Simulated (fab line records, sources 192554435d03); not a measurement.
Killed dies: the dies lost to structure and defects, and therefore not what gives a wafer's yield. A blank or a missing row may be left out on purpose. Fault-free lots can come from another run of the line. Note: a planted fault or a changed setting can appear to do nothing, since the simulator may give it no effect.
8D (eight disciplines) problem report, filled in by code || flow n5_finfet || the parts of the form that need people (team, actions taken, sign-off) are left out

== 1. WHAT WENT WRONG ==
At N5_BEOL_M9_ETCH_66, run_length_s averages 150.1 s over 2 wafers from 2 lots, while fault-free wafers read 143.3 s, standard deviation 0.47. That is +14 standard deviations from the usual mean.
The step: etches SOC in N2/H2, target depth 80 nm, overetch 16 nm, time 120 s.
The first sign was on wafer L337.1 at day 14 10:09, on rie_diel-04. At this step, 25 wafers from 9 lots have a number in the record. Rule for "out", or "out of limits": more than 4 standard deviations from the usual mean. The other wafers with a number count as sound.

== 2. WHAT IT IS, WHAT IT ISN'T ==
{"question": "which readings at this step", "is": "run_length_s", "is not": "bias_w, chamber_pressure_mTorr, drypump_motor_current_A, oes_product_au, rf_vpp_V, showerhead_plenum_p_Torr, throttle_valve_pct"}
{"question": "which lots", "is": "L337, L344", "is not": "L323, L324, L327, L331, L336, L340, L343"}
{"question": "which wafers of those lots", "is": "L337.1, L344.5", "is not": "L337.4, L344.6"}
{"question": "read on which tools", "is": "rie_diel-04", "is not": "rie_diel-02, rie_diel-03"}
{"question": "when", "is": "from day 14 10:09", "is not": "up to then (19 sound wafers); but 4 sound wafers of L343, L344 came after"}

== 3. THE SUSPECTS, EACH WITH WHAT RULES IT OUT ==
Counting: if a tool at a process step up to the reading ran every lot that is out, it stays a suspect. Sound lots after the first of them don't rule it out here, since some wafers of a struck lot are sound.
- rie_diel-04 at N5_BEOL_M9_ETCH_65 (etches SiARC in CF4, target depth 15.6 nm, time 26 s): kept. Every lot that is out went through it, the first being L337 (day 14 10:08); the last sound lot it ran before that was L340 (day 14 07:41).
- rie_diel-04 at N5_BEOL_M9_ETCH_66 (etches SOC in N2/H2, target depth 80 nm, overetch 16 nm, time 120 s): kept. Every lot that is out went through it, the first being L337 (day 14 10:09); the last sound lot it ran before that was L340 (day 14 07:43). Its own run_length_s readings are out on those wafers.
Remaining after the count are rie_diel-04 at N5_BEOL_M9_ETCH_65 and rie_diel-04 at N5_BEOL_M9_ETCH_66.

== 4. THE CAUSE (what the simulator had put in) ==
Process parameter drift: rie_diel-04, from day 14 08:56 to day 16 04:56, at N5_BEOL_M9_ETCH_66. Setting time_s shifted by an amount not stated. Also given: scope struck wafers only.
2 suspects survive the count, and this tool is in that group.

== 5. SEQUENCE OF EFFECTS, ordered by route ==
Each row: a reading whose mean over the struck wafers that have a number lies more than 3 standard deviations from the usual. Only readings for which the record gives a usual standard deviation are gone through. hours: the time from each lot's start at the first step in this table that gives one to its start at this step, as a median over the lots. sigmas: the change in usual standard deviations.
{"hours": 0, "step": "N5_BEOL_M9_ETCH_66", "reading": "run_length_s", "usual": "143.3 s", "on struck wafers": 150.1, "change": "+6.8", "sigmas": "+14"}
It contains these process steps:
- N5_BEOL_M9_ETCH_66: etches SOC in N2/H2, target depth 80 nm, overetch 16 nm, time 120 s.

== 6. HOW IT WOULD HAVE BEEN CAUGHT EARLIER ==
In this record the first reading out of limits was taken at day 14 10:09, 1 hour after the fault began at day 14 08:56.
